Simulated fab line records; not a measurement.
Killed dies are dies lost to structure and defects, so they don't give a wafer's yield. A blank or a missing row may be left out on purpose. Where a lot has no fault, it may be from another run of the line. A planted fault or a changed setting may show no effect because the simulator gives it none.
The tool behind it: which one? | flow n5Finfet | 72 wafers from 24 lots sampled at 6 of the route's 1938 steps

## WHAT THE GAUGES SHOWED, per wafer
N5_BEOL_M0_SAQP_CD_MEAS_29: the cd target is 14.4 nm. Usual: cdNm reads 15.04 nm (standard deviation 0.25).
lot  | measured     | on       | cdNm (nm)         | flag
L074 | day 5 18:31  | cdSem-02 | 15.11 15.08 15.36 | 
L075 | day 6 00:37  | cdSem-02 | 14.52 14.73 14.82 | 
L076 | day 6 05:32  | cdSem-03 | 14.83 14.54 15.25 | 
L077 | day 6 09:18  | cdSem-01 | 14.79 14.78 14.78 | 
L078 | day 6 15:17  | cdSem-03 | 15.06 15.06 15.58 | 
L079 | day 6 21:13  | cdSem-01 | 15.02 15.44 14.84 | 
L080 | day 7 03:50  | cdSem-01 | 15.55 14.85 14.59 | 
L081 | day 7 09:22  | cdSem-03 | 15.23 14.98 14.94 | 
L082 | day 7 22:10  | cdSem-02 | 15.07 15.25 14.73 | 
L083 | day 7 23:09  | cdSem-01 | 15.13 14.94 14.92 | 
L084 | day 8 11:30  | cdSem-03 | 14.99 14.96 14.85 | 
L085 | day 8 15:26  | cdSem-02 | 15.14 15.30 14.98 | 
L086 | day 8 19:38  | cdSem-03 | 14.69 14.85 14.84 | 
L087 | day 9 05:31  | cdSem-03 | 15.16 15.33 15.15 | 
L088 | day 9 10:32  | cdSem-03 | 15.15 14.91 15.33 | 
L089 | day 9 15:04  | cdSem-01 | 14.84 15.30 15.29 | 
L090 | day 9 17:05  | cdSem-03 | 14.99 15.27 14.88 | 
L091 | day 10 01:41 | cdSem-01 | 14.85 15.02 14.84 | 
L092 | day 10 03:53 | cdSem-03 | 14.75 15.17 15.69 | 
L093 | day 10 11:27 | cdSem-02 | 15.28 14.98 15.05 | 
L094 | day 10 15:04 | cdSem-03 | 15.23 15.37 15.45 | 
L095 | day 10 19:22 | cdSem-01 | 14.50 14.79 14.67 | 
L096 | day 11 01:02 | cdSem-03 | 14.73 14.92 14.72 | 
L097 | day 11 14:11 | cdSem-01 | 14.99 15.14 14.81 | 

N5_BEOL_M0_RS_MEAS_126: measurement is done with a four-point probe. Usual: M0_RS typically reads 0.543 ohm/sq, with standard deviation 0.02.
lot  | measured     | on           | M0_RS (ohm/sq)    | flag
L074 | day 6 02:01  | filmMetro-01 | 0.548 0.536 0.530 | 
L075 | day 6 08:16  | filmMetro-02 | 0.537 0.553 0.547 | 
L076 | day 6 14:26  | filmMetro-01 | 0.543 0.494 0.507 | 
L077 | day 6 18:16  | filmMetro-02 | 0.576 0.546 0.566 | 
L078 | day 6 23:02  | filmMetro-01 | 0.577 0.552 0.586 | 
L079 | day 7 10:33  | filmMetro-01 | 0.516 0.545 0.553 | 
L080 | day 7 12:56  | filmMetro-01 | 0.545 0.574 0.561 | 
L081 | day 7 17:17  | filmMetro-01 | 0.570 0.582 0.562 | 
L082 | day 8 05:43  | filmMetro-02 | 0.545 0.527 0.513 | 
L083 | day 8 05:29  | filmMetro-01 | 0.544 0.543 0.565 | 
L084 | day 8 21:52  | filmMetro-02 | 0.528 0.553 0.540 | 
L085 | day 9 00:59  | filmMetro-01 | 0.541 0.561 0.531 | 
L086 | day 9 02:56  | filmMetro-01 | 0.539 0.528 0.512 | 
L087 | day 9 13:02  | filmMetro-01 | 0.564 0.557 0.548 | 
L088 | day 10 00:42 | filmMetro-01 | 0.571 0.553 0.549 | 
L089 | day 10 01:43 | filmMetro-01 | 0.552 0.548 0.525 | 
L090 | day 10 04:41 | filmMetro-02 | 0.515 0.533 0.531 | 
L091 | day 10 18:05 | filmMetro-02 | 0.543 0.545 0.519 | 
L092 | day 10 09:50 | filmMetro-02 | 0.523 0.499 0.520 | 
L093 | day 10 20:53 | filmMetro-02 | 0.576 0.556 0.540 | 
L094 | day 10 22:40 | filmMetro-01 | 0.537 0.565 0.520 | 
L095 | day 11 02:23 | filmMetro-02 | 0.531 0.517 0.510 | 
L096 | day 11 09:56 | filmMetro-01 | 0.566 0.553 0.534 | 
L097 | day 12 01:54 | filmMetro-02 | 0.564 0.527 0.539 | 

## WHICH TOOL RAN EACH LOT (tool, then ch and the chambers of the sampled wafers, then the start)
lot  | N5_BEOL_M0_SAQP_RECESS_104        | N5_BEOL_M0_HM_OPEN_105           | N5_BEOL_M0_ETCH_128               | N5_BEOL_M0_DEP_125
L074 | vaporEtch-02 ch 0,1, day 5 16:54  | rieMetal-01 ch 0,1, day 5 21:22  | rieDiel-01 ch 2,3, day 5 22:07    | pecvd-01 ch 0,2, day 6 01:57
L075 | vaporEtch-02 ch 0,1, day 5 22:58  | rieMetal-01 ch 0,1, day 6 04:03  | rieDiel-01 ch 1,2,3, day 6 04:31  | pecvd-03 ch 0,1, day 6 08:11
L076 | vaporEtch-01 ch 0,1, day 6 04:04  | rieMetal-01 ch 0,1, day 6 09:23  | rieDiel-06 ch 1,3, day 6 09:44    | pecvd-01 ch 0,1, day 6 14:22
L077 | vaporEtch-02 ch 0,1, day 6 07:48  | rieMetal-01 ch 0,1, day 6 12:38  | rieDiel-04 ch 1,2, day 6 13:35    | pecvd-03 ch 0,1, day 6 18:11
L078 | vaporEtch-01 ch 1, day 6 13:46    | rieMetal-02 ch 1, day 6 19:13    | rieDiel-01 ch 0,2, day 6 19:41    | pecvd-04 ch 0,1,2, day 6 22:58
L079 | vaporEtch-01 ch 0,1, day 6 19:37  | rieMetal-01 ch 0,1, day 7 07:24  | rieDiel-06 ch 1,2,3, day 7 07:59  | pecvd-01 ch 0,1,2, day 7 10:29
L080 | vaporEtch-02 ch 0,1, day 7 00:29  | rieMetal-02 ch 0,1, day 7 07:26  | rieDiel-01 ch 1,2,3, day 7 08:18  | pecvd-01 ch 0,2, day 7 12:52
L081 | vaporEtch-02 ch 0,1, day 7 07:01  | rieMetal-01 ch 0,1, day 7 11:45  | rieDiel-04 ch 0,1, day 7 12:04    | pecvd-04 ch 0,1, day 7 17:12
L082 | vaporEtch-01 ch 0,1, day 7 20:38  | rieMetal-03 ch 0,1, day 8 02:31  | rieDiel-04 ch 1,2,3, day 8 02:47  | pecvd-03 ch 0,1, day 8 05:38
L083 | vaporEtch-02 ch 0,1, day 7 20:50  | rieMetal-02 ch 0,1, day 8 02:17  | rieDiel-06 ch 2,3, day 8 02:35    | pecvd-04 ch 0,1,2, day 8 05:25
L084 | vaporEtch-02 ch 0,1, day 8 08:18  | rieMetal-03 ch 0,1, day 8 15:17  | rieDiel-06 ch 0,1,2, day 8 16:07  | pecvd-04 ch 0,1,2, day 8 21:47
L085 | vaporEtch-01 ch 0,1, day 8 13:35  | rieMetal-01 ch 0,1, day 8 19:38  | rieDiel-06 ch 0,1,2, day 8 20:56  | pecvd-03 ch 0,2, day 9 00:55
L086 | vaporEtch-02 ch 0,1, day 8 17:55  | rieMetal-03 ch 0,1, day 8 22:38  | rieDiel-04 ch 1,2, day 8 23:47    | pecvd-04 ch 0,1, day 9 02:53
L087 | vaporEtch-01 ch 0,1, day 9 03:52  | rieMetal-02 ch 0,1, day 9 09:54  | rieDiel-04 ch 1,3, day 9 10:13    | pecvd-03 ch 0,1, day 9 12:58
L088 | vaporEtch-01 ch 0, day 9 08:53    | rieMetal-01 ch 1, day 9 21:55    | rieDiel-06 ch 0,3, day 9 22:13    | pecvd-01 ch 0,2, day 10 00:38
L089 | vaporEtch-01 ch 0,1, day 9 12:54  | rieMetal-03 ch 0,1, day 9 22:34  | rieDiel-01 ch 0,3, day 9 22:53    | pecvd-03 ch 0,2, day 10 01:38
L090 | vaporEtch-01 ch 0,1, day 9 15:42  | rieMetal-03 ch 0,1, day 9 23:34  | rieDiel-06 ch 1,2, day 10 00:10   | pecvd-01 ch 0,1,2, day 10 04:38
L091 | vaporEtch-01 ch 0,1, day 10 00:11 | rieMetal-02 ch 0, day 10 13:10   | rieDiel-06 ch 2,3, day 10 14:02   | pecvd-03 ch 0,1,2, day 10 18:01
L092 | vaporEtch-01 ch 0,1, day 10 02:31 | rieMetal-01 ch 0,1, day 10 06:26 | rieDiel-04 ch 1,2, day 10 06:55   | pecvd-03 ch 0,1, day 10 09:46
L093 | vaporEtch-01 ch 0,1, day 10 09:47 | rieMetal-03 ch 0,1, day 10 16:55 | rieDiel-04 ch 0,1,2, day 10 17:17 | pecvd-01 ch 0,1, day 10 20:49
L094 | vaporEtch-02 ch 0,1, day 10 12:58 | rieMetal-03 ch 0,1, day 10 17:58 | rieDiel-01 ch 1,2, day 10 18:47   | pecvd-04 ch 1,2, day 10 22:36
L095 | vaporEtch-01 ch 0,1, day 10 17:46 | rieMetal-02 ch 1, day 10 22:12   | rieDiel-06 ch 0,1, day 10 22:31   | pecvd-01 ch 0,1,2, day 11 02:19
L096 | vaporEtch-01 ch 0,1, day 10 23:25 | rieMetal-03 ch 0,1, day 11 05:43 | rieDiel-06 ch 0,1,2, day 11 06:02 | pecvd-03 ch 1,2, day 11 09:52
L097 | vaporEtch-01 ch 0,1, day 11 12:16 | rieMetal-03 ch 0,1, day 11 21:51 | rieDiel-06 ch 1,2,3, day 11 22:22 | pecvd-03 ch 0,1,2, day 12 01:50
- N5_BEOL_M0_SAQP_RECESS_104: chemistry HF/NH3, target SiO2, target depth 18 nm, afs cycles 3, sublimation time 60 s.
- N5_BEOL_M0_HM_OPEN_105: chemistry Cl2/BCl3, target TiN, target depth 12 nm.
- N5_BEOL_M0_ETCH_128: etches SiCN in CF4/N2, target depth 12 nm, overetch 5.1 nm, time 21.4 s.
- N5_BEOL_M0_DEP_125: deposits SiCN from 3MS/NH3, target thk 8 nm, time 14 s.

## AS READ BY THE TOOLS THEMSELVES (means over the sampled wafers that have a number; for cases with no such wafer, the mark the record gives instead)
N5_BEOL_M0_SAQP_RECESS_104. Usual: drypumpMotorCurrentA 5.3 A, standard deviation 0.36; forelinePTorr 0.1279 Torr, standard deviation 0.00047; tempC 30.01 C, standard deviation 0.11.
lot  | tool         | drypumpMotorCurrentA (A) | forelinePTorr (Torr) | tempC (C) | flag
L074 | vaporEtch-02 | 5.6                      | 0.1281               | 29.99     | 
L075 | vaporEtch-02 | 5.5                      | 0.1273               | 30.01     | 
L076 | vaporEtch-01 | 5.2                      | 0.1277               | 29.98     | 
L077 | vaporEtch-02 | 5.6                      | 0.1284               | 30.04     | 
L078 | vaporEtch-01 | 5.4                      | 0.1279               | 30.00     | 
L079 | vaporEtch-01 | 5.0                      | 0.1282               | 30.03     | 
L080 | vaporEtch-02 | 5.6                      | 0.1286               | 30.00     | 
L081 | vaporEtch-02 | 5.7                      | 0.1279               | 30.04     | 
L082 | vaporEtch-01 | 5.2                      | 0.1278               | 30.08     | 
L083 | vaporEtch-02 | 5.5                      | 0.1276               | 29.92     | 
L084 | vaporEtch-02 | 5.6                      | 0.1283               | 30.06     | 
L085 | vaporEtch-01 | 5.2                      | 0.1279               | 30.08     | 
L086 | vaporEtch-02 | 5.5                      | 0.1276               | 30.04     | 
L087 | vaporEtch-01 | 5.2                      | 0.1280               | 30.04     | 
L088 | vaporEtch-01 | 4.8                      | 0.1280               | 29.97     | 
L089 | vaporEtch-01 | 5.0                      | 0.1279               | 29.97     | 
L090 | vaporEtch-01 | 5.0                      | 0.1280               | 29.94     | 
L091 | vaporEtch-01 | 5.2                      | 0.1282               | 30.06     | 
L092 | vaporEtch-01 | 5.0                      | 0.1278               | 30.10     | 
L093 | vaporEtch-01 | 5.0                      | 0.1275               | 30.03     | 
L094 | vaporEtch-02 | 5.5                      | 0.1279               | 30.04     | 
L095 | vaporEtch-01 | 5.2                      | 0.1279               | 30.14     | 
L096 | vaporEtch-01 | 5.0                      | 0.1284               | 30.06     | 
L097 | vaporEtch-01 | 5.2                      | 0.1275               | 30.00     | 

N5_BEOL_M0_HM_OPEN_105. Usual: drypumpMotorCurrentA 5.8 A, standard deviation 0.6; oesProductAu 0.81 a.u., standard deviation 0.074; throttleValvePct 21.85 %, standard deviation 0.19.
lot  | tool        | drypumpMotorCurrentA (A) | oesProductAu (a.u.) | throttleValvePct (%) | flag
L074 | rieMetal-01 | 5.3                      | 0.79                | 21.86                | 
L075 | rieMetal-01 | 5.2                      | 0.79                | 21.83                | 
L076 | rieMetal-01 | 5.2                      | 0.79                | 21.82                | 
L077 | rieMetal-01 | 5.2                      | 0.79                | 21.83                | 
L078 | rieMetal-02 | 5.6                      | 0.70                | 22.25                | 
L079 | rieMetal-01 | 5.3                      | 0.78                | 21.87                | 
L080 | rieMetal-02 | 6.2                      | 0.89                | 21.89                | 
L081 | rieMetal-01 | 5.3                      | 0.78                | 21.88                | 
L082 | rieMetal-03 | 6.4                      | 0.85                | 21.74                | 
L083 | rieMetal-02 | 6.2                      | 0.88                | 21.88                | 
L084 | rieMetal-03 | 6.0                      | 0.87                | 21.73                | 
L085 | rieMetal-01 | 5.2                      | 0.78                | 21.84                | 
L086 | rieMetal-03 | 6.4                      | 0.83                | 21.76                | 
L087 | rieMetal-02 | 6.2                      | 0.85                | 21.91                | 
L088 | rieMetal-01 | 5.0                      | 0.78                | 21.79                | 
L089 | rieMetal-03 | 6.1                      | 0.86                | 21.72                | 
L090 | rieMetal-03 | 6.1                      | 0.86                | 21.72                | 
L091 | rieMetal-02 | 6.6                      | 0.92                | 21.72                | 
L092 | rieMetal-01 | 5.2                      | 0.77                | 21.83                | 
L093 | rieMetal-03 | 6.4                      | 0.83                | 21.75                | 
L094 | rieMetal-03 | 6.4                      | 0.83                | 21.76                | 
L095 | rieMetal-02 | 5.5                      | 0.68                | 22.28                | 
L096 | rieMetal-03 | 6.0                      | 0.85                | 21.73                | 
L097 | rieMetal-03 | 6.1                      | 0.84                | 21.75                | 

N5_BEOL_M0_ETCH_128. Usual: drypumpMotorCurrentA 5.6 A, standard deviation 0.37; n2FlowSccm 60.00 sccm, standard deviation 0.19; oesProductAu 0.57 a.u., standard deviation 0.065; rfVppV 383.2 V, standard deviation 1.5; showerheadPlenumPTorr 2.24 Torr, standard deviation 0.059; throttleValvePct 15.2 %, standard deviation 0.32.
lot  | tool       | drypumpMotorCurrentA (A) | n2FlowSccm (sccm) | oesProductAu (a.u.) | rfVppV (V) | showerheadPlenumPTorr (Torr) | throttleValvePct (%) | flag
L074 | rieDiel-01 | 5.7                      | 59.95             | 0.59                | 385.3      | 2.30                         | 15.0                 | 
L075 | rieDiel-01 | 5.5                      | 59.95             | 0.57                | 384.1      | 2.29                         | 15.2                 | 
L076 | rieDiel-06 | 5.1                      | 59.85             | 0.52                | 380.9      | 2.15                         | 15.4                 | 
L077 | rieDiel-04 | 6.1                      | 60.30             | 0.51                | 383.9      | 2.26                         | 15.7                 | 
L078 | rieDiel-01 | 5.9                      | 59.80             | 0.62                | 384.2      | 2.34                         | 15.0                 | 
L079 | rieDiel-06 | 5.3                      | 60.02             | 0.52                | 382.3      | 2.20                         | 15.4                 | 
L080 | rieDiel-01 | 5.5                      | 60.02             | 0.56                | 384.5      | 2.29                         | 15.3                 | 
L081 | rieDiel-04 | 6.1                      | 59.94             | 0.60                | 384.2      | 2.27                         | 15.2                 | 
L082 | rieDiel-04 | 5.9                      | 59.84             | 0.55                | 383.0      | 2.24                         | 15.4                 | 
L083 | rieDiel-06 | 5.2                      | 60.12             | 0.49                | 382.1      | 2.16                         | 15.5                 | 
L084 | rieDiel-06 | 5.4                      | 60.13             | 0.57                | 384.2      | 2.24                         | 15.2                 | 
L085 | rieDiel-06 | 5.5                      | 59.81             | 0.56                | 383.4      | 2.24                         | 15.2                 | 
L086 | rieDiel-04 | 6.0                      | 60.26             | 0.50                | 382.6      | 2.21                         | 15.6                 | 
L087 | rieDiel-04 | 5.8                      | 59.90             | 0.57                | 383.1      | 2.26                         | 15.3                 | 
L088 | rieDiel-06 | 5.0                      | 60.03             | 0.54                | 380.5      | 2.15                         | 15.3                 | 
L089 | rieDiel-01 | 5.4                      | 60.12             | 0.60                | 384.8      | 2.28                         | 15.0                 | 
L090 | rieDiel-06 | 5.6                      | 59.84             | 0.65                | 383.1      | 2.24                         | 15.1                 | 
L091 | rieDiel-06 | 5.2                      | 59.89             | 0.55                | 380.4      | 2.15                         | 15.3                 | 
L092 | rieDiel-04 | 6.0                      | 60.05             | 0.50                | 381.8      | 2.21                         | 15.6                 | 
L093 | rieDiel-04 | 6.1                      | 59.84             | 0.54                | 382.1      | 2.24                         | 15.5                 | 
L094 | rieDiel-01 | 5.7                      | 59.95             | 0.53                | 384.6      | 2.30                         | 15.3                 | 
L095 | rieDiel-06 | 5.3                      | 60.18             | 0.59                | 383.5      | 2.23                         | 15.0                 | 
L096 | rieDiel-06 | 5.5                      | 59.98             | 0.60                | 382.9      | 2.23                         | 15.1                 | 
L097 | rieDiel-06 | 5.4                      | 60.09             | 0.55                | 381.9      | 2.19                         | 15.3                 | 

N5_BEOL_M0_DEP_125. Usual: chamberPressureTorr 3.000 Torr, standard deviation 0.006; showerheadPlenumPTorr 3.656 Torr, standard deviation 0.0096; throttleValvePct 9.0 %, standard deviation 0.49.
lot  | tool     | chamberPressureTorr (Torr) | showerheadPlenumPTorr (Torr) | throttleValvePct (%) | flag
L074 | pecvd-01 | 3.003                      | 3.667                        | 8.8                  | 
L075 | pecvd-03 | 3.002                      | 3.648                        | 8.9                  | 
L076 | pecvd-01 | 3.004                      | 3.658                        | 9.3                  | 
L077 | pecvd-03 | 2.998                      | 3.653                        | 8.7                  | 
L078 | pecvd-04 | 3.005                      | 3.650                        | 9.3                  | 
L079 | pecvd-01 | 2.997                      | 3.661                        | 9.2                  | 
L080 | pecvd-01 | 3.000                      | 3.653                        | 9.0                  | 
L081 | pecvd-04 | 3.000                      | 3.658                        | 9.5                  | 
L082 | pecvd-03 | 2.998                      | 3.650                        | 8.8                  | 
L083 | pecvd-04 | 2.997                      | 3.658                        | 9.6                  | 
L084 | pecvd-04 | 2.999                      | 3.654                        | 9.5                  | 
L085 | pecvd-03 | 3.010                      | 3.661                        | 8.7                  | 
L086 | pecvd-04 | 3.002                      | 3.652                        | 9.7                  | 
L087 | pecvd-03 | 3.003                      | 3.653                        | 8.9                  | 
L088 | pecvd-01 | 3.000                      | 3.661                        | 8.8                  | 
L089 | pecvd-03 | 2.998                      | 3.659                        | 8.7                  | 
L090 | pecvd-01 | 3.003                      | 3.661                        | 9.3                  | 
L091 | pecvd-03 | 3.003                      | 3.655                        | 8.8                  | 
L092 | pecvd-03 | 2.997                      | 3.656                        | 8.8                  | 
L093 | pecvd-01 | 2.999                      | 3.653                        | 9.3                  | 
L094 | pecvd-04 | 3.008                      | 3.648                        | 9.1                  | 
L095 | pecvd-01 | 2.994                      | 3.656                        | 9.1                  | 
L096 | pecvd-03 | 2.995                      | 3.650                        | 8.7                  | 
L097 | pecvd-03 | 3.000                      | 3.651                        | 8.7                  | 

## THE ANSWER, worked out from the rows above alone
Rule: a lot counts as off when the mean over its wafers that have a number is more than 3 standard deviations away from the usual mean. Also off: a lot with no number at a reading for which 4 or more lots have one. All remaining lots with rows at the step are treated as sound. The gauges are gone through in route order, then the tools' own readings, and for those a lot's mean is taken as printed above. At the first step where some lot is off, the reading lying furthest off is the one used; lots without a number count as furthest.
No lot is off at any reading shown: from this, nothing can be told.

## WHAT WAS PUT IN BY THE SIMULATOR
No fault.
